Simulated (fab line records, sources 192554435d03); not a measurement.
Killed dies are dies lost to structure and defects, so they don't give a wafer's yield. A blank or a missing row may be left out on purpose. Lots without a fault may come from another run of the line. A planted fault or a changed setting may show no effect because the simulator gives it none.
fab line records | flow n5_finfet
record lots=5 wafers=15 last_day=20
route steps=1938 shown WELL_APT@36 PMOS_HMC_CHANNEL_EPI@57 BEOL_M4@1111 PASSIVATION@1936
lots that met no fault: from a run of the same line without faults
start_h: hours from the record's first day to the start of the lot's first wafer shown | wait_h: hours since the lot's step before | " the same as in the row above | L1.1+2: a row that stands for several wafers | - no value, or no start given | * or withheld: withheld | < > ~ a bound
route shown NAME@n: a module of which the file shows steps, and the number in the route of the first | usual: mean/standard deviation of fault-free wafers | same: alike in all rows | chamber/n: place in a boat | sites: the reading at each site | _std_site: their standard deviation | _edge_site: outer sites' mean less inner sites' | radius_mm: how far each site lies from the wafer's centre | mask NAME#n: copy n | behind: the tool/chamber that last shaped the wafer | hold: why the lot was held/for how many hours/how that ended | device: the transistor (n, p or np) that didn't switch | end of line: the same wafers' tests at the end of the route | a step without rows: its recipe alone | killed: dies lost to structure and defects at the first sort, not the wafer's yield | map: a wafer's dies, x killed, . not, _ none there
set.NAME: the setting as run; set.NAME@STEP: as run at that earlier step | model.NAME: the simulator's own value behind a step, which no gauge read
lots at some steps of the route; a table a step, a row a wafer
services: from which hour (start_h, from the record's first day; less than 0 if before it) a tool's chamber was out of use, for how many hours, and why
## steps
# step N5_WELL_APT_COAT_19
# recipe spin_rpm=1357 resist_thk_nm=950
# step N5_WELL_APT_EBR_21
# recipe solvent=PGMEA ebr_width_mm=1.5
# step N5_WELL_APT_SOFTBAKE_20
# recipe temp_c=130 time_s=60
# step N5_WELL_APT_EXPOSE_22
# recipe mask_id=PWELL na=0.8 source_shape=conventional sigma_outer=0.8 polarization=unpolarized defocus_nm=0 target_cd_nm=200 dose_mj=23.2
# step N5_WELL_APT_PEB_23
# recipe peb_temp_c=130 peb_time_s=90
# step N5_WELL_APT_DEVELOP_24
# recipe develop_time_s=45 rinse_liquid=surfactant_rinse dry=air_spin dev_temp_c=21
# step N5_WELL_APT_HARDBAKE_29
# recipe temp_c=130 time_s=120
# step N5_WELL_APT_DESCUM_30
# recipe chemistry=O2 time_s=7.9 source_power_w=50 bias_power_w=20 pressure_mtorr=20 rf_frequency_hz=2.712e+07 temp_c=40 o2_flow_sccm=225
# step N5_WELL_APT_IMPLANT_31
# recipe species=B energy_kev=60 dose_cm2=1.5e+13 tilt_deg=0 rotation_deg=0
# step N5_WELL_APT_IMPLANT_32
# recipe species=BF2 energy_kev=50 dose_cm2=2e+13 tilt_deg=0 rotation_deg=0
# usual dose_ions_cm2=1.9999e+13/2.1e+10 end_station_pressure_torr=5.22e-06/2.9e-07 faraday_current_uA=253/5.4
# columns lot.wafer tool chamber start_h wait_h dose_ions_cm2 end_station_pressure_torr faraday_current_uA
L998.1 implanter-02 0 15.53 0.1 1.9973e+13 5.17e-06 262
L998.3 " 0 " " 1.9988e+13 4.75e-06 249
L998.4 " 0 " " 1.9948e+13 5.32e-06 249
L100.3 implanter-02 0 28.20 0.1 5.92e+12 5.02e-06 72
L100.5 " 0 " " 5.951e+12 4.56e-06 77
L100.6 " 0 " " 5.95e+12 4.78e-06 78
L103.1 implanter-02 0 45.09 0.1 5.973e+12 5.3e-06 74
L103.2 " 0 " " 5.974e+12 5.24e-06 72
L103.4 " 0 " " 5.941e+12 4.94e-06 75
L105.2 implanter-02 0 57.49 0.1 5.976e+12 4.9e-06 76
L105.4 " 0 " " 5.972e+12 5.25e-06 75
L105.5 " 0 " " 5.945e+12 5.18e-06 77
L121.1 implanter-01 0 153.66 0.1 1.9995e+13 5.51e-06 248
L121.2 " 0 " " 1.9986e+13 4.97e-06 250
L121.3 " 0 " " 1.9992e+13 5.08e-06 252
# step N5_WELL_APT_STRIP_33
# recipe chemistry=SPM time_s=900 temp_c=130 h2so4_h2o2_vol_ratio=4 dry=ipa_marangoni
# step N5_WELL_APT_RTA_34
# recipe temp_c=1000 time_s=10 ambient=N2 idle_temp_c=600 ramp_up_c_per_s=150 ramp_down_c_per_s=60 cool_to_c=600
# step N5_WELL_APT_OXIDE_STRIP_42
# recipe chemistry=dHF dilution=25:1 time_s=45 temp_c=25 target=SiO2 target_depth_a=120
# step N5_WELL_APT_PRECLEAN_36
# recipe chemistry=O3/DIW time_s=45 temp_c=22 o3_ppm=10
# step N5_WELL_APT_PRECLEAN_39
# recipe chemistry=dHF time_s=60 dilution=150:1 temp_c=25
# step N5_WELL_APT_SRD_37
# recipe dry=ipa_marangoni do_ppb=5 time_s=30 temp_c=23 rinse_liquid=diw
# step N5_WELL_APT_EPI_41
# recipe material=Si target_thk_a=500 temp_c=650 precursor=SiH4/H2 pressure_torr=20 time_s=297.7
# step N5_PMOS_HMC_CHANNEL_EPI_HM_DEP_34
# recipe material=SiO2 target_thk_a=360 temp_c=400 precursor=TEOS/O2 pressure_torr=6.5 rf_w=900 teos_flow_sccm=161.4 gas=O2 flow_sccm=2650 time_s=6.9
# step N5_PMOS_HMC_CHANNEL_EPI_COAT_31
# recipe resist=BARC temp_c=205 time_s=60 spin_rpm=1500 resist_thk_nm=66
# step N5_PMOS_HMC_CHANNEL_EPI_COAT_03
# recipe resist=CAR-ArF-block spin_rpm=1500 resist_thk_nm=205
# step N5_PMOS_HMC_CHANNEL_EPI_EBR_05
# recipe solvent=PGMEA ebr_width_mm=1.5
# step N5_PMOS_HMC_CHANNEL_EPI_SOFTBAKE_04
# recipe temp_c=110 time_s=60 resist=CAR-ArF-block
# step N5_PMOS_HMC_CHANNEL_EPI_EXPOSE_06
# recipe mask_id=PMOS_HMC_BLK na=1.35 source_shape=conventional sigma_outer=0.8 polarization=unpolarized target_cd_nm=240 dose_mj=41
# step N5_PMOS_HMC_CHANNEL_EPI_PEB_07
# recipe peb_temp_c=110 peb_time_s=60 resist=CAR-ArF-block
# step N5_PMOS_HMC_CHANNEL_EPI_DEVELOP_08
# recipe develop_time_s=30 developer=TMAH resist=CAR-ArF-block dev_temp_c=23 rinse_liquid=diw dry=air_spin
# step N5_PMOS_HMC_CHANNEL_EPI_DESCUM_14
# recipe chemistry=O2 time_s=7.9 source_power_w=50 bias_power_w=20 pressure_mtorr=20 rf_frequency_hz=2.712e+07 temp_c=40 resist=CAR-ArF-block o2_flow_sccm=225
# step N5_PMOS_HMC_CHANNEL_EPI_ETCH_32
# recipe chemistry=N2/H2 target=BARC stop_on=SiO2 target_depth_a=858 over_etch_frac=0.3 time_s=50.3 ion_energy_ev=200 mask_material=CAR-ArF-block pressure_mtorr=30 source_w=840 bias_w=150 n2_flow_sccm=200 h2_flow_sccm=200
# step N5_PMOS_HMC_CHANNEL_EPI_HM_OPEN_15
# recipe chemistry=CHF3/O2 target=SiO2 mask_material=CAR-ArF-block target_depth_a=406 CHF3_flow_sccm=50 O2_flow_sccm=5 Ar_flow_sccm=200 time_s=20.3 pressure_mtorr=30 source_w=650 bias_w=170 ion_energy_ev=200
# step N5_PMOS_HMC_CHANNEL_EPI_STRIP_33
# recipe chemistry=N2/H2 power_w=500 temp_c=40 pressure_mtorr=50 rf_frequency_hz=6e+07 overash_fraction=0.3 bias_power_w=8 h2_frac=0.5 n2_flow_sccm=300 h2_flow_sccm=300
# step N5_PMOS_HMC_CHANNEL_EPI_STRIP_17
# recipe chemistry=SPM time_s=750 temp_c=130 h2so4_h2o2_vol_ratio=4 dry=ipa_marangoni
# step N5_PMOS_HMC_CHANNEL_EPI_ETCH_38
# recipe chemistry=CF4 target=SiO2 target_depth_a=15 ion_energy_ev=350 pressure_mtorr=10 icp_w=800 bias_w=400 cf4_flow_sccm=80
# step N5_PMOS_HMC_CHANNEL_EPI_FIN_RECESS_16
# recipe chemistry=HBr/Cl2 target=Si mask_material=SiO2 target_depth_a=540 time_s=18 pressure_mtorr=10 icp_w=800 bias_w=75 HBr_flow_sccm=150 Cl2_flow_sccm=80
# step N5_PMOS_HMC_CHANNEL_EPI_PRECLEAN_36
# recipe chemistry=O3/DIW time_s=45 temp_c=22 o3_ppm=10
# step N5_PMOS_HMC_CHANNEL_EPI_PRECLEAN_18
# recipe chemistry=DHF time_s=30 temp_c=25 dilution=withheld
# step N5_PMOS_HMC_CHANNEL_EPI_SRD_19
# recipe dry=ipa_marangoni do_ppb=5 time_s=30 temp_c=23 rinse_liquid=diw
# step N5_BEOL_M4_RC_MEAS_101
# usual CJ_N=4.31/0.079 DIBL_N=36.5/1.2 DIBL_P=36.5/1.6 IOFF_N=0.162/0.023 IOFF_N_85C=3.1/0.37 IOFF_P=0.221/0.03 ION_N=678/8 ION_P=466/6.3 RS_PWELL=3004/25 SS_N=71.6/0.46 SS_P=73.3/0.57 VT_N=249.2/2.6 VT_P=-249/3.3
# columns lot.wafer tool chamber start_h wait_h CJ_N DIBL_N[mV/V] DIBL_P[mV/V] IOFF_N[nA/um] IOFF_N_85C[nA/um] IOFF_P[nA/um] ION_N[uA/um] ION_P[uA/um] RS_PWELL[ohm/sq] SS_N[mV/dec] SS_P[mV/dec] VT_N[mV] VT_P[mV]
L998.1 prober-02 0 183.65 0.2 4.37 36.7 34.6 0.143 2.8 0.196 678 464 2998 71.0 73.4 248.6 -251
L998.3 " 0 " " 4.37 37.6 35.5 0.163 3.1 0.217 678 467 3020 72.2 73.2 249.7 -251
L998.4 " 0 " " 4.36 38.1 36.1 0.178 3.4 0.223 683 469 3007 71.6 73.8 248.2 -249
L100.3 prober-02 0 242.90 0.7 2.40 38.3 34.3 0.192 3.7 0.179 673 461 3152 73.5 73.0 254.8 -254
L100.5 " 0 " " 2.39 40.1 36.4 0.253 4.7 0.200 680 463 3142 74.2 73.1 249.1 -253
L100.6 " 0 " " 2.34 38.9 36.1 0.206 3.9 0.198 687 465 3145 73.0 73.7 249.1 -252
L103.1 prober-02 0 251.10 0.0 2.32 41.5 38.4 0.321 5.5 0.268 694 474 3146 74.6 73.6 245.0 -245
L103.2 " 0 " " 2.27 38.5 37.3 0.211 4.0 0.246 686 475 3099 73.3 73.4 247.8 -247
L103.4 " 0 " " 2.23 36.8 36.4 0.192 3.6 0.226 682 478 3123 73.1 73.6 244.7 -246
L105.2 prober-02 0 254.99 0.2 2.27 40.5 37.4 0.252 4.6 0.180 685 458 3147 74.3 73.0 251.0 -254
L105.4 " 0 " " 2.28 39.3 37.2 0.226 4.2 0.176 674 454 3134 73.2 74.2 250.8 -256
L105.5 " 0 " " 2.27 39.0 38.4 0.223 4.2 0.199 685 465 3136 73.1 73.3 246.7 -251
L121.1 prober-02 0 367.40 0.0 4.34 38.7 37.2 0.188 3.6 0.232 680 459 3017 71.8 73.9 247.1 -250
L121.2 " 0 " " 4.23 39.2 38.0 0.191 3.6 0.254 684 467 2988 71.3 74.5 246.4 -248
L121.3 " 0 " " 4.37 39.6 38.2 0.197 3.7 0.256 686 471 2983 71.9 74.1 247.0 -246
# step N5_PASSIVATION_PROBE_49
# usual defect_limited_yield=91.2/1.3 killed_at_M0_to_M3=34/9.2 killed_at_M4_up=14/5 killed_at_contacts=13/6.7 killed_at_front_end=39/12 killed_at_other=4/3.3 killed_dies=104/15 killed_open=68/12 killed_short=34/7.5 sort_bin_4_leakage=0/0 sort_bin_5_function=5.2/0.87 sort_bin_6_memory=3.3/0.63 sort_n_pass=1076/15 sort_yield_pct=91.2/1.3
# same gross_dies=1180 killed_at_back_side=0 sort_bin_8_speed[%]=0
# columns lot.wafer tool chamber start_h wait_h defect_limited_yield[%] killed_at_M0_to_M3 killed_at_M4_up killed_at_contacts killed_at_front_end killed_at_other killed_dies killed_open killed_short sort_bin_4_leakage[%] sort_bin_5_function[%] sort_bin_6_memory[%] sort_n_pass sort_yield_pct[%]
L998.1 prober-01 - 316.14 0.0 91.9 37 18 5 33 2 95 49 45 0 4.5 2.8 1085 91.9
L998.3 prober-01 - 316.24 0.1 91.8 43 8 4 37 5 97 53 42 0 4.7 3.0 1083 91.8
L998.4 prober-01 - 316.29 0.2 90.7 36 10 12 51 1 110 56 50 0 4.8 3.8 1070 90.7
L103.1 prober-01 - 350.12 0.0 90.9 35 23 12 36 1 107 75 27 0.51 5.8 3.2 1067 90.4
L103.2 prober-01 - 350.17 0.1 91.9 37 6 16 35 2 96 63 31 0 4.7 2.9 1084 91.9
L103.4 prober-01 - 350.27 0.2 92.1 42 11 5 34 1 93 59 29 0 4.8 2.8 1087 92.1
L105.2 prober-01 - 353.47 0.1 90.3 40 15 10 46 3 114 71 39 0 5.6 3.3 1066 90.3
L105.4 prober-01 - 353.57 0.2 91.6 40 17 6 32 4 99 72 27 0 5.7 2.3 1081 91.6
L105.5 prober-01 - 353.62 0.2 89.3 31 7 20 64 4 126 74 49 0 6.0 4.1 1054 89.3
L121.1 prober-01 - 469.22 0.0 92.8 17 9 11 47 1 85 56 28 0 4.2 3.1 1095 92.8
L121.2 prober-01 - 469.27 0.1 93.6 28 13 4 30 1 76 53 22 0 3.8 2.4 1104 93.6
L121.3 prober-01 - 469.32 0.1 92.7 23 17 15 27 4 86 54 29 0 4.2 3.1 1094 92.7
# killed by level:class
L998.1 BEOL_M3:geometric_particle:short=11 FIN_SAQP:geometric_particle:short=9 STI_FIN_REVEAL:geometric_particle:open=9 BEOL_M4:geometric_particle:open=7 BEOL_M3:geometric_particle:open=6 BEOL_M2:geometric_particle:short=5 BEOL_M5:geometric_particle:open=5 FIN_SAQP:geometric_particle:open=4
L998.3 FIN_SAQP:geometric_particle:short=13 STI_FIN_REVEAL:geometric_particle:open=11 BEOL_M0_SAQP:geometric_particle:short=10 BEOL_M4:geometric_particle:open=8 BEOL_M0_SAQP:geometric_particle:open=7 BEOL_M2:geometric_particle:open=6 BEOL_M3:geometric_particle:short=5 BEOL_M3:geometric_particle:open=5
L998.4 BEOL_M3:geometric_particle:short=15 FIN_SAQP:geometric_particle:short=14 FIN_SAQP:geometric_particle:open=10 MOL_CONTACT_COAG:geometric_particle:open=9 STI_FIN_REVEAL:geometric_particle:open=8 BEOL_M3:geometric_particle:open=5 BEOL_M2:geometric_particle:open=4 BEOL_M2:geometric_particle:short=4
L103.1 MOL_CONTACT_COAG:geometric_particle:open=12 BEOL_M2:geometric_particle:open=10 FIN_SAQP:geometric_particle:open=9 BEOL_M4:geometric_particle:open=9 FIN_SAQP:geometric_particle:short=8 BEOL_M1:geometric_particle:open=6 BEOL_M3:geometric_particle:open=6 BEOL_M3:geometric_particle:short=4
L103.2 MOL_CONTACT_COAG:geometric_particle:open=12 BEOL_M2:geometric_particle:open=9 BEOL_M0_SAQP:geometric_particle:open=9 BEOL_M1:geometric_particle:open=7 DUMMY_GATE:geometric_particle:open=6 GATE_CUT:geometric_particle:short=6 FIN_SAQP:geometric_particle:short=5 BEOL_M4:geometric_particle:open=4
L103.4 BEOL_M2:geometric_particle:open=9 BEOL_M0_SAQP:geometric_particle:open=8 BEOL_M0_SAQP:geometric_particle:short=7 STI_FIN_REVEAL:geometric_particle:open=6 MOL_CONTACT_COAG:geometric_particle:open=5 FIN_SAQP:geometric_particle:open=4 ILD0:geometric_particle:short=4 BEOL_M0:geometric_particle:open=4
L105.2 BEOL_M2:geometric_particle:open=9 BEOL_M0_SAQP:geometric_particle:short=9 BEOL_M3:geometric_particle:open=8 MOL_CONTACT_COAG:geometric_particle:open=7 GATE_CUT:geometric_particle:open=7 STI_FIN_REVEAL:geometric_particle:open=6 BEOL_M0_SAQP:geometric_particle:open=6 STARTING-WAFER:geometric_particle:open=6
L105.4 BEOL_M0_SAQP:geometric_particle:open=10 BEOL_M2:geometric_particle:open=10 STI_FIN_REVEAL:geometric_particle:open=9 BEOL_M0_SAQP:geometric_particle:short=5 BEOL_M3:geometric_particle:open=5 BEOL_M4:geometric_particle:open=5 STARTING-WAFER:geometric_particle:open=5 FIN_SAQP:geometric_particle:open=4
L105.5 FIN_SAQP:geometric_particle:short=19 STI_FIN_REVEAL:geometric_particle:open=17 MOL_CONTACT_COAG:geometric_particle:open=13 BEOL_M3:geometric_particle:open=12 BEOL_M0_SAQP:geometric_particle:short=8 MOL_CONTACT_COAG:geometric_particle:short=7 FIN_SAQP:geometric_particle:open=6 DUMMY_GATE:geometric_particle:open=6
L121.1 MOL_CONTACT_COAG:geometric_particle:open=10 STI_FIN_REVEAL:geometric_particle:open=9 FIN_SAQP:geometric_particle:short=7 DUMMY_GATE:geometric_particle:open=6 GATE_CUT:geometric_particle:short=6 BEOL_M2:geometric_particle:open=5 STARTING-WAFER:geometric_particle:open=4 GATE_CUT:geometric_particle:open=4
L121.2 BEOL_M3:geometric_particle:open=9 FIN_SAQP:geometric_particle:short=7 BEOL_M2:geometric_particle:open=6 STI_FIN_REVEAL:geometric_particle:open=4 GATE_CUT:geometric_particle:open=4 BEOL_M0_SAQP:geometric_particle:short=4 BEOL_M8:geometric_particle:open=4 FIN_SAQP:geometric_particle:open=3
L121.3 MOL_CONTACT_COAG:geometric_particle:open=11 BEOL_M4:geometric_particle:open=8 BEOL_M2:geometric_particle:open=7 FIN_SAQP:geometric_particle:short=6 DUMMY_GATE:geometric_particle:open=5 MOL_CONTACT_COAG:geometric_particle:short=4 BEOL_M3:geometric_particle:open=4 GATE_CUT:geometric_particle:short=3
## services
# columns tool chamber start_h hours kind
implanter-02 - 2.92 3.0 repair
implanter-02 - 24.69 0.9 repair
implanter-02 - 30.59 6.5 pm
implanter-02 - 39.49 1.7 repair
implanter-02 - 46.77 5.5 repair
implanter-02 - 124.25 11.6 pm
## key
first_sign step=N5_WELL_APT_IMPLANT_32 reading=dose_ions_cm2 direction=down sigmas=99+ usual=1.9999e+13 struck=5.956e+12
effect step=N5_WELL_APT_IMPLANT_32 reading=faraday_current_uA direction=down sigmas=33 usual=253 struck=75
effect step=N5_BEOL_M4_RC_MEAS_101 reading=CJ_N direction=down sigmas=25 usual=4.31 struck=2.31
effect step=N5_BEOL_M4_RC_MEAS_101 reading=RS_PWELL direction=up sigmas=5.4 usual=3004 struck=3136
effect step=N5_BEOL_M4_RC_MEAS_101 reading=SS_N direction=up sigmas=4.3 usual=71.6 struck=73.6
effect step=N5_BEOL_M4_RC_MEAS_101 reading=IOFF_N_85C direction=up sigmas=3 usual=3.1 struck=4.2 wafers_moved=8
effect step=N5_BEOL_M4_RC_MEAS_101 reading=IOFF_N direction=up sigmas=2.9 usual=0.162 struck=0.231 wafers_moved=8
effect step=N5_BEOL_M4_RC_MEAS_101 reading=DIBL_N direction=up sigmas=2.2 usual=36.5 struck=39.2 wafers_moved=7
met_at N5_WELL_APT_IMPLANT_32
struck_wafers L100.3,L100.5,L100.6,L103.1,L103.2,L103.4,L105.2,L105.4,L105.5
onset_between 15.53 28.20
fault kind=process_parameter_drift tool=implanter-02 chamber=- onset_h=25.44 steps=N5_WELL_APT_IMPLANT_32 channel=dose_cm2 offset=-1.4036e+13 shape=step end_h=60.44 acts_in=these_recipes_only stated=2e+13
